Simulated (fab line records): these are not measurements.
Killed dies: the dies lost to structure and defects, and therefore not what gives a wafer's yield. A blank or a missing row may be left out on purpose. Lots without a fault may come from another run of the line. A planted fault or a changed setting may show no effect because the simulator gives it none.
Chamber matching -- flow nand_harc -- rie_diel-12 running NHARC_P_M2_STRIP_18: 4 sister chambers
The step strips in N2/H2. 14 wafers are shown with their chamber, then 7 later ones without.

## WAFERS PAIRED WITH THEIR CHAMBERS
wafer,chamber,drypump_motor_current_A (A),rf_fwd_power_W (W),rf_vpp_V (V)
L080.2,0,5.5,999.4,91.9
L080.3,2,4.6,992.2,91.0
L080.5,2,4.6,999.7,91.7
L081.2,0,5.5,995.3,92.9
L081.3,2,4.6,994.9,91.1
L081.4,3,5.1,1000.9,90.4
L082.1,2,4.6,992.7,91.0
L082.2,1,5.9,1004.2,90.7
L082.4,3,5.2,998.6,90.7
L084.1,0,5.5,998.4,90.9
L084.2,2,4.6,993.8,92.1
L084.6,3,5.1,996.3,91.3
L090.2,3,5.2,997.5,90.8
L090.5,1,5.8,1004.9,90.8

SIGNATURES, as means of the wafers listed above
reading,chamber 0,chamber 1,chamber 2,chamber 3,scatter within a chamber
drypump_motor_current_A,5.500,5.850,4.600,5.150,0.0387
rf_fwd_power_W,997.700,1004.550,994.660,998.325,2.39
rf_vpp_V,91.900,90.750,91.380,90.800,0.584
Rule: a wafer's distance from a chamber is the root of the sum, over the readings, of the square of ((its reading less the chamber's mean) divided by the reading's scatter). The wafer belongs to the nearest chamber; if the next one is less than 2 further off, it can't be placed. How the scatter is found: for the shown wafers, subtract from each reading the mean of its chamber, square and add these, divide the total by (wafers less chambers), then take the root.

## WAFERS WITH NO CHAMBER GIVEN
wafer,drypump_motor_current_A (A),rf_fwd_power_W (W),rf_vpp_V (V)
L090.6,5.1,996.2,91.4
L091.2,4.6,992.8,91.0
L091.4,5.9,1002.2,92.0
L091.6,4.6,995.4,91.4
L095.2,5.2,998.5,90.7
L095.5,5.8,998.8,91.1
L095.6,4.6,996.7,91.3

## WHICH CHAMBER EACH ONE RAN IN
wafer,from the rows above,in truth
L090.6,3,3
L091.2,2,2
L091.4,1,1
L091.6,2,2
L095.2,3,3
L095.5,1,1
L095.6,2,2
7 of 7 placed correctly. Not placeable from these rows: 0. 0 placed wrongly.
